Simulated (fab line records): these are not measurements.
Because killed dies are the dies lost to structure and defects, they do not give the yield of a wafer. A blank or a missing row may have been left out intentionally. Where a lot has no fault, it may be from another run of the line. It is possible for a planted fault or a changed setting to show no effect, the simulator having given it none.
Split-lot experiment ; flow n5Finfet ; 21 wafers read from 7 lots, route of 1938 steps

## THE SPLIT
At N5_SD_EPI_N_ETCH_16 (etches SiO2 in CHF3/O2, target depth 5 nm), the setting targetDepthA was moved away from the recipe's 50 angstrom on 5 of the 21 wafers read, by -7.7% to +11.8%. This setting was run at the recipe's value on the other wafers.

Reading taken at the split's own step.

## THE READING
etch.depthNm (the simulator's own value, which no gauge read), in nm, at N5_SD_EPI_N_ETCH_16 (etches SiO2 in CHF3/O2, target depth 5 nm). There is no usual value for it anywhere in the file. Across the 16 wafers here that went through the recipe, the average is 5.011 nm and the standard deviation 0.091 nm.

wafer;tool, chamber at the split;targetDepthA as run, angstrom;against the recipe;etch.depthNm, nm;against lot-mates on the recipe
L078.2;rieDiel-06, 3;50;recipe;4.919;-
L078.3;rieDiel-06, 0;50;recipe;4.979;-
L078.6;rieDiel-06, 2;50;recipe;4.978;-
L079.1;rieDiel-06, 0;50;recipe;4.919;-
L079.3;rieDiel-06, 2;50;recipe;4.98;-
L079.4;rieDiel-06, 1;50;recipe;4.83;-
L084.3;rieDiel-05, 0;50;recipe;5.075;-
L084.4;rieDiel-05, 1;50;recipe;5.096;-
L084.5;rieDiel-05, 2;50;recipe;5.06;-
L085.3;rieDiel-01, 0;46.14;-7.7%;4.772;-0.300
L085.4;rieDiel-01, 3;50;recipe;5.072;-
L085.5;rieDiel-01, 1;46.14;-7.7%;4.724;-0.348
L088.1;rieDiel-05, 1;55.91;+11.8%;5.79;+0.651
L088.3;rieDiel-05, 0;50;recipe;5.127;-
L088.4;rieDiel-05, 2;50;recipe;5.15;-
L091.2;rieDiel-01, 1;50;recipe;5.081;-
L091.3;rieDiel-01, 3;47.07;-5.9%;4.767;-0.298
L091.6;rieDiel-01, 0;50;recipe;5.049;-
L097.2;rieDiel-06, 1;50;recipe;4.861;-
L097.3;rieDiel-06, 3;47.31;-5.4%;4.681;-0.250
L097.5;rieDiel-06, 0;50;recipe;5.002;-

THE FIT
A straight line over all 21 wafers: etch.depthNm changes by +0.0521 nm for each +1% of targetDepthA; r = +0.90; the points scatter about the line by 0.1 nm.
The same after taking each lot's own level away (the mean of its wafers on the recipe; 21 wafers): +0.0494 nm for each +1%; r = +0.98; scatter 0.044 nm.
On that fit, the largest move of targetDepthA shifts the reading by 0.58 nm.
The span of the lots' own levels, 4.9097 to 5.1385 nm, comes to 2.5 times the standard deviation stated above.
The two slopes agree, so the slope changes little with the lot-to-lot level.
Check: +0.522 nm against its lot-mates is what the line predicts for one of the wafers moved furthest among these (+11.8%) when that wafer is left out of the fit. Against them it came out at +0.651 nm.

## THE FILE'S OWN FIT
etch.depthNm changes by +0.0506 nm for each +1% of targetDepthA, r = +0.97.
